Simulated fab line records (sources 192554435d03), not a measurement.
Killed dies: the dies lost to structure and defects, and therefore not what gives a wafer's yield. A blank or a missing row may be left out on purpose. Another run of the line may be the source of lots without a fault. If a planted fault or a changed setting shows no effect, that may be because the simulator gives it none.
Matching of chambers -- flow n5_finfet -- N5_HKMG_FIN_ALD_71 on ald_metal-01 has 4 sister chambers
The step deposits TiN, target thk 1 nm, pulse time 1 s, purge time 3 s. 8 wafers are shown with their chamber, then 9 later ones without.

EACH WAFER AND ITS CHAMBER
wafer,chamber,heater_power_w (W),precursor_pulse_height_rel
L080.2,3,831,0.984
L080.4,3,852,1.003
L084.1,1,999,1.015
L084.4,2,1022,1.009
L084.6,1,972,0.978
L089.2,2,1024,1.009
L089.4,0,842,0.982
L089.5,0,845,1.003

WAFERS WITH NO CHAMBER GIVEN
wafer,heater_power_w (W),precursor_pulse_height_rel
L091.1,847,0.992
L091.5,826,0.958
L091.6,1027,1.017
L092.1,829,0.980
L092.3,1001,0.992
L092.4,829,1.005
L097.2,817,1.001
L097.5,858,1.009
L097.6,977,0.997

THE CHAMBER EACH PASSED THROUGH
wafer,from the rows above,in truth
L091.1,can't be placed: 0 or 3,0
L091.5,can't be placed: 3 or 0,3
L091.6,2,2
L092.1,can't be placed: 3 or 0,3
L092.3,can't be placed: 1 or 2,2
L092.4,can't be placed: 3 or 0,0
L097.2,can't be placed: 3 or 0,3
L097.5,can't be placed: 0 or 3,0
L097.6,1,1
2 of 9 placed correctly. From these rows, 7 cannot be placed; in 7 the true chamber is one of the candidates. Placed wrongly: 0.
How it was worked out, from the rows above alone: a wafer's distance from a chamber is the root of the sum, over the readings, of the square of ((its reading less the chamber's mean) divided by the reading's scatter). The wafer belongs to the nearest chamber; if the next one is less than 2 further off, it can't be placed. A chamber's mean is the mean of its shown wafers. The scatter: the root of (the sum of the squares of (reading less its chamber's mean) over the shown wafers, divided by (wafers less chambers)).
